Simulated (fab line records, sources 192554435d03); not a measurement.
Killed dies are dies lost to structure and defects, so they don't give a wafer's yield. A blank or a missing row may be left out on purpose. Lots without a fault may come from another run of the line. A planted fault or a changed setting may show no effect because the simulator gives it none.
A struck lot beside a sound one | flow n5_finfet | 18 steps out of a route of 1938
Sound: wafers L782.2, L782.3, L782.5. Struck: wafers L795.4, L795.5. (L795.6 of the same lot was not struck and is left out.) The cause comes at the end.
At each step with rows: each side's tool, then ch and its chambers, then its first start. Under that, the readings that differ: sound wafers | struck wafers | difference of the means | sigmas: that difference in standard deviations of wafers without a fault.
alike: readings whose means differ by less than 2 such deviations, and words and numbers that are the same on both sides. not compared: withheld readings, readings that some wafer has no value for, bounds like >300 that may hide the same value, and numbers for which the record gives no deviation and whose values overlap.
The two part at a step that has a row with sigmas, a row that says differs or no value, or rows on one side only. Numbers that don't overlap but have no deviation are shown without sigmas and don't part them. A reading that every wafer of one side lacks parts them only if that side has two wafers or more.

first, 9 steps without rows for these wafers: N5_BEOL_M4_COAT_61 (time 60 s, resist thk 60 nm); N5_BEOL_M4_COAT_62 (time 60 s, resist thk 12 nm); N5_BEOL_M4_COAT_73 (time 60 s, resist thk 5 nm); N5_BEOL_M4_COAT_05 (resist thk 30 nm); N5_BEOL_M4_EBR_07; N5_BEOL_M4_SOFTBAKE_06 (time 60 s); N5_BEOL_M4_EXPOSE_08 (exposes mask M4); N5_BEOL_M4_PEB_09 (peb time 60 s); N5_BEOL_M4_DEVELOP_10 (develop time 30 s).
N5_BEOL_M4_CD_MEAS_11: target cd 16.79 nm.
  sound on cd_sem-03 ch 0, day 7 23:57; struck on cd_sem-02 ch 0, day 11 19:56
  alike: cd_nm
N5_BEOL_M4_OVL_MEAS_12:
  sound on overlay-01 ch 0, day 7 23:59; struck on overlay-02 ch 0, day 11 19:59
  alike: M4_OVL
N5_BEOL_M4_INSPECT_13: inspects for defects (brightfield).
  sound on defect_inspect-01, day 8 00:02; struck on defect_inspect-01, day 11 20:01
  reading          | sound       | struck  | difference | sigmas
  raw_defect_count | 501 378 658 | 288 248 | -244       | -2
N5_BEOL_M4_DESCUM_16: chemistry O2, time 7 s.
  sound on rie_diel-04 ch 1,2,3, day 8 00:05; struck on rie_diel-04 ch 1,2, day 11 20:04
  reading                                      | sound    | struck    | difference | sigmas
  model.CAR-EUV_of_BEOL_M4_COAT_05.thk_nm (nm) | 26 26 26 | 26.6 26.6 | +0.6       |
  alike: drypump_motor_current_A, oes_product_au, rf_vpp_V, showerhead_plenum_p_Torr, throttle_valve_pct
  not compared: rf_hours_counter_h
N5_BEOL_M4_ETCH_74: etches underlayer in N2/H2, target depth 6.5 nm, time 5.2 s.
  sound on rie_diel-04 ch 1,2,3, day 8 00:07; struck on rie_diel-04 ch 1,2, day 11 20:06
  alike: bias_w, drypump_motor_current_A, etch_rf_on_time_s, oes_product_au, rf_vpp_V, showerhead_plenum_p_Torr, throttle_valve_pct
  not compared: rf_hours_counter_h
N5_BEOL_M4_ETCH_63: etches SiARC in CF4, target depth 15.6 nm, time 26 s.
  sound on rie_diel-04 ch 1,2,3, day 8 00:08; struck on rie_diel-04 ch 1,2, day 11 20:07
  reading                                      | sound      | struck    | difference | sigmas
  model.CAR-EUV_of_BEOL_M4_COAT_05.thk_nm (nm) | 11 11.2 11 | 11.6 11.6 | +0.5       |
  alike: bias_w, drypump_motor_current_A, etch_rf_on_time_s, mfc_ar_sccm, oes_product_au, rf_vpp_V, showerhead_plenum_p_Torr, throttle_valve_pct
  not compared: rf_hours_counter_h
N5_BEOL_M4_ETCH_64: etches SOC in N2/H2, target depth 75 nm, overetch 22.5 nm, time 121.9 s.
  sound on rie_diel-04 ch 1,2,3, day 8 00:10; struck on rie_diel-04 ch 1,2, day 11 20:11
  alike: bias_w, drypump_motor_current_A, oes_product_au, rf_vpp_V, showerhead_plenum_p_Torr, throttle_valve_pct
  not compared: rf_hours_counter_h
N5_BEOL_M4_RC_MEAS_101:
  sound on prober-02 ch 0, day 8 06:45; struck on prober-02 ch 0, day 12 05:38
  reading       | sound                | struck        | difference | sigmas
  ION_P (uA/um) | 453 450 456          | 470 469       | +16        | +3
  VT_P (mV)     | -254.3 -254.8 -251.5 | -248.7 -247.0 | +5.7       | +2
  alike: DIBL_N, DIBL_P, IOFF_N, IOFF_P, ION_N, SS_N, SS_P, VT_N
N5_PASSIVATION_PROBE_49:
  the record has rows for the sound wafers here (prober-01, day 12 04:09) and none for the struck ones

WHERE THEY PART
First at N5_BEOL_M4_INSPECT_13; last, within this record, at N5_PASSIVATION_PROBE_49.

WHY: what the simulator had put in
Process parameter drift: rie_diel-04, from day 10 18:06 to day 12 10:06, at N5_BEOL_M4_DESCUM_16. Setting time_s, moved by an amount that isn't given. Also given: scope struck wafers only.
